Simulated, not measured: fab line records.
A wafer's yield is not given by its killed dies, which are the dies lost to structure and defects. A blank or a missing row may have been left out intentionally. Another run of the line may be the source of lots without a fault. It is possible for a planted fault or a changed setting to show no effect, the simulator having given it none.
fab line records	flow nandHarc
record: lots: 15	wafers: 45	lastDay: 33
route steps=1302 shown P_STI@83 P_GATE@121
lots that met no fault: taken from a fault-free run of the same line
startH: hours from the record's first day to the start of the lot's first wafer shown	waitH: hours since the lot's step before	" unchanged from the row above	L1.1+2: a row that stands for several wafers	- no value, or no start was given	* or withheld: withheld	< > ~ a bound
route shown NAME@n: names a module that has steps shown in the file, with the first one's number in the route	usual: mean and standard deviation over wafers with no fault	same: alike in all rows	chamber/n: place in a boat	sites: readings site by site	_std_site: standard deviation of those values	_edge_site: the outer-site mean with the inner-site mean subtracted	radiusMm: how far each site lies from the wafer's centre	mask NAME#n: copy n	behind: tool/chamber where the wafer was last shaped	hold: what put the lot on hold/how long, in hours/how the hold closed	device: the transistor (n, p or np) that didn't switch	end of line: at the end of the route, the tests of the same wafers	step lacking rows: just its recipe	killed: the dies lost at the first sort to structure and to defects; this is not the yield of the wafer	map: dies across one wafer; x = killed, . = not, _ = none there
set.NAME: the run value of the setting; set.NAME@STEP: its run value at that earlier step	model.NAME: the simulator's own value behind a step, which no gauge read
the route's steps for a sample of lots (tables are steps, rows are wafers)
services: a tool's chamber out of use, with start hour (startH, from the record's first day; less than 0 if before it), hours out, and reason
== steps ==
step: NHARC_P_STI_CD_MEAS_09
recipe: targetCdNm: 200	landingEnergyEv: 500
usual: cdNm: 200.2/2.1
lot.wafer	tool	chamber	startH	waitH	cdNm
L143.2	cdSem-03	0	40.78	-	201.9
L143.5	"	0	"	"	202.0
L143.6	"	0	"	"	201.5
L146.2	cdSem-03	0	72.41	-	201.4
L146.3	"	0	"	"	198.9
L146.6	"	0	"	"	198.4
L147.1	cdSem-02	0	83.12	-	194.2
L147.2	"	0	"	"	198.0
L147.3	"	0	"	"	196.7
L148.2	cdSem-03	0	95.49	-	200.2
L148.4	"	0	"	"	201.4
L148.6	"	0	"	"	197.8
L149.1	cdSem-03	0	102.77	-	195.5
L149.4	"	0	"	"	198.3
L149.6	"	0	"	"	199.8
L150.1	cdSem-01	0	116.76	-	198.7
L150.4	"	0	"	"	201.9
L150.6	"	0	"	"	198.9
L151.2	cdSem-01	0	124.08	-	198.0
L151.3	"	0	"	"	197.7
L151.5	"	0	"	"	199.8
L152.1	cdSem-03	0	132.88	-	200.4
L152.2	"	0	"	"	201.8
L152.3	"	0	"	"	201.7
L153.3	cdSem-03	0	145.52	-	198.1
L153.4	"	0	"	"	198.2
L153.5	"	0	"	"	195.8
L155.2	cdSem-02	0	162.67	-	198.7
L155.3	"	0	"	"	201.4
L155.5	"	0	"	"	198.9
L157.1	cdSem-01	0	184.47	-	203.2
L157.4	"	0	"	"	202.6
L157.5	"	0	"	"	201.8
L158.2	cdSem-02	0	194.04	-	200.2
L158.3	"	0	"	"	202.8
L158.5	"	0	"	"	205.6
L159.2	cdSem-01	0	202.73	-	204.2
L159.3	"	0	"	"	201.7
L159.6	"	0	"	"	199.0
L160.2	cdSem-03	0	214.11	-	197.7
L160.4	"	0	"	"	198.1
L160.5	"	0	"	"	200.9
L166.3	cdSem-03	0	274.89	-	202.3
L166.5	"	0	"	"	204.9
L166.6	"	0	"	"	201.9
step: NHARC_P_STI_OCD_MEAS_17
usual: trenchDepthNm: 302/4.3	trenchFootCdNm: 158.0/2.3
lot.wafer	tool	chamber	startH	waitH	trenchDepthNm	trenchFootCdNm
L143.2	ocd-02	-	41.60	0.1	303	159.4
L143.5	"	-	"	"	299	160.0
L143.6	"	-	"	"	302	159.8
L146.2	ocd-01	-	73.22	0.1	298	159.2
L146.3	"	-	"	"	305	155.3
L146.6	"	-	"	"	302	156.0
L147.1	ocd-01	-	83.90	0.1	302	152.1
L147.2	"	-	"	"	304	155.5
L147.3	"	-	"	"	311	153.0
L148.2	ocd-01	-	96.30	0.1	299	158.2
L148.4	"	-	"	"	301	159.8
L148.6	"	-	"	"	298	156.0
L149.1	ocd-01	-	103.62	0.1	299	153.1
L149.4	"	-	"	"	297	156.9
L149.6	"	-	"	"	297	158.4
L150.1	ocd-02	-	117.58	0.1	300	156.8
L150.4	"	-	"	"	297	160.1
L150.6	"	-	"	"	300	157.2
L151.2	ocd-01	-	124.90	0.1	302	155.2
L151.3	"	-	"	"	303	155.6
L151.5	"	-	"	"	303	157.3
L152.1	ocd-02	-	133.69	0.1	296	159.0
L152.2	"	-	"	"	299	159.7
L152.3	"	-	"	"	304	158.7
L153.3	ocd-02	-	146.34	0.1	302	155.5
L153.4	"	-	"	"	301	156.0
L153.5	"	-	"	"	301	154.0
L155.2	ocd-02	-	163.50	0.1	304	155.7
L155.3	"	-	"	"	306	159.1
L155.5	"	-	"	"	305	156.4
L157.1	ocd-02	-	185.29	0.1	306	160.3
L157.4	"	-	"	"	304	160.4
L157.5	"	-	"	"	303	160.0
L158.2	ocd-02	-	194.82	0.1	299	158.0
L158.3	"	-	"	"	310	159.3
L158.5	"	-	"	"	306	162.4
L159.2	ocd-02	-	203.52	0.1	303	161.9
L159.3	"	-	"	"	301	159.2
L159.6	"	-	"	"	297	157.0
L160.2	ocd-02	-	214.90	0.1	300	155.7
L160.4	"	-	"	"	305	155.9
L160.5	"	-	"	"	305	158.1
L166.3	ocd-02	-	275.67	0.1	296	161.3
L166.5	"	-	"	"	293	164.4
L166.6	"	-	"	"	292	161.0
step: NHARC_P_GATE_DEVELOP_10
recipe: timeS: 70
usual: chillPlateTempC: 23.00/0.12	exhaustPa: 45.2/0.82
lot.wafer	tool	chamber	startH	waitH	chillPlateTempC	exhaustPa
L143.2	lithoTrack-03	0	78	-	23.08	44.4
L143.5	"	0	"	"	22.91	44.9
L143.6	"	0	"	"	23.15	45.7
L146.2	lithoTrack-02	0	109	-	22.91	44.4
L146.3	"	0	"	"	23.06	44.1
L146.6	"	0	"	"	22.95	46.0
L147.1	lithoTrack-02	0	120	-	23.19	45.0
L147.2	"	0	"	"	23.31	45.6
L147.3	"	0	"	"	23.13	46.0
L148.2	lithoTrack-05	0	137	-	22.86	45.9
L148.4	"	0	"	"	22.97	46.2
L148.6	"	0	"	"	23.06	45.3
L149.1	lithoTrack-03	0	142	-	23.02	45.4
L149.4	"	0	"	"	23.18	45.5
L149.6	"	0	"	"	23.10	45.8
L150.1	lithoTrack-03	0	159	-	22.85	43.2
L150.4	"	0	"	"	23.07	45.3
L150.6	"	0	"	"	23.03	43.9
L151.2	lithoTrack-02	0	159	-	22.93	46.3
L151.3	"	0	"	"	22.86	46.3
L151.5	"	0	"	"	22.77	44.9
L152.1	lithoTrack-02	0	168	-	22.92	45.3
L152.2	"	0	"	"	23.01	45.7
L152.3	"	0	"	"	23.01	45.4
L153.3	lithoTrack-02	0	182	-	23.03	44.4
L153.4	"	0	"	"	23.07	45.5
L153.5	"	0	"	"	23.19	45.7
L155.2	lithoTrack-02	0	197	-	22.90	45.5
L155.3	"	0	"	"	23.05	42.9
L155.5	"	0	"	"	22.91	43.9
L158.2	lithoTrack-05	0	228	-	23.05	44.4
L158.3	"	0	"	"	23.00	45.2
L158.5	"	0	"	"	23.02	45.4
L157.1	lithoTrack-03	-	228	-	-	-
L157.4	"	-	"	"	-	-
L157.5	"	-	"	"	-	-
L159.2	lithoTrack-02	-	244	-	-	-
L159.3	"	-	"	"	-	-
L159.6	"	-	"	"	-	-
L160.2	lithoTrack-03	-	249	-	-	-
L160.4	"	-	"	"	-	-
L160.5	"	-	"	"	-	-
L166.3	lithoTrack-03	0	313	-	22.71	44.7
L166.5	"	0	"	"	22.85	44.3
L166.6	"	0	"	"	22.89	45.4
step: NHARC_P_GATE_HM_DEP_102
recipe: targetThkA: 1200	tempC: 400	material: aC
usual: throttleValvePct: 35.000/0.009
lot.wafer	tool	chamber	startH	waitH	throttleValvePct
L143.2	aclDep-03	0	91.11	0.5	34.992
L143.5	"	0	"	"	35.004
L143.6	"	0	"	"	34.995
L146.2	aclDep-01	0	125.42	0.5	34.989
L146.3	"	0	"	"	35.005
L146.6	"	0	"	"	35.003
L147.1	aclDep-02	0	134.76	0.4	34.997
L147.2	"	0	"	"	35.006
L147.3	"	0	"	"	34.995
L148.2	aclDep-01	0	152.54	1.4	34.993
L148.4	"	0	"	"	35.000
L148.6	"	0	"	"	35.006
L149.1	aclDep-01	0	155.90	0.4	35.009
L149.4	"	0	"	"	35.014
L149.6	"	0	"	"	34.992
L150.1	aclDep-03	0	173.56	1.2	35.006
L150.4	"	0	"	"	35.005
L150.6	"	0	"	"	34.986
L151.2	aclDep-01	0	173.96	1.6	34.997
L151.3	"	0	"	"	34.988
L151.5	"	0	"	"	35.013
L152.1	aclDep-03	0	180.67	0.4	34.998
L152.2	"	0	"	"	34.990
L152.3	"	0	"	"	34.998
L153.3	aclDep-03	0	198.05	0.6	34.991
L153.4	"	0	"	"	35.009
L153.5	"	0	"	"	34.996
L155.2	aclDep-03	0	211.38	0.5	35.006
L155.3	"	0	"	"	35.007
L155.5	"	0	"	"	35.005
L157.1	aclDep-02	0	240.93	0.6	35.012
L157.4	"	0	"	"	34.978
L157.5	"	0	"	"	35.005
L158.2	aclDep-03	0	241.44	1.1	34.997
L158.3	"	0	"	"	35.004
L158.5	"	0	"	"	34.999
L159.2	aclDep-02	0	262.48	5.6	35.007
L159.3	"	0	"	"	34.990
L159.6	"	0	"	"	34.998
L160.2	aclDep-03	0	263.94	2.0	35.014
L160.4	"	0	"	"	35.016
L160.5	"	0	"	"	34.998
L166.3	aclDep-01	0	326.69	0.6	34.991
L166.5	"	0	"	"	35.010
L166.6	"	0	"	"	35.005
== services ==
tool	chamber	startH	hours	kind
aclDep-02	-	62.89	13.0	pm
lithoTrack-03	-	100.00	7.0	pm
aclDep-03	-	117.36	13.0	pm
lithoTrack-05	-	124.02	7.0	pm
aclDep-01	-	132.42	2.1	repair
aclDep-01	-	188.62	13.0	pm
lithoTrack-02	-	227.00	7.0	pm
aclDep-02	-	245.15	13.0	pm
lithoTrack-03	-	275.00	7.0	pm
lithoTrack-05	-	299.02	7.0	pm
aclDep-03	-	299.22	13.0	pm
== key ==
firstSign: step: NHARC_P_GATE_DEVELOP_10	reading: toolRecord	direction: missing
effect none on later readings
metAt NHARC_P_GATE_DEVELOP_10
struckLots L157,L159,L160
laterRowsLeftOut L157.1,L157.4,L157.5,L159.2,L159.3,L159.6,L160.2,L160.4,L160.5
sortLeftOut L157.1,L157.4,L157.5,L159.2,L159.3,L159.6,L160.2,L160.4,L160.5
testerLeftOut L157,L159,L160
notActingAt NHARC_P_STI_CD_MEAS_09,NHARC_P_STI_OCD_MEAS_17,NHARC_P_GATE_HM_DEP_102
fault: kind: skippedStepWhole	tool: lithoTrack-02,lithoTrack-03	chamber: -	onsetH: 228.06	steps: NHARC_P_GATE_DEVELOP_10	scope: struckLotsOnly
testerLeftOut: of these lots the tester's yield and bins aren't shown, on N5 and GAA mostly nor the transistor test; their killed dies are dies lost to structure and defects alone, not to doping, threshold or leakage, so they don't give the yield
sortLeftOut: the simulated sort isn't trusted on such a fault, so these wafers' sort isn't shown, and their yield isn't known
laterRowsLeftOut: the simulator's readings of these wafers behind a module that went badly wrong aren't trusted and aren't shown, but for the sort
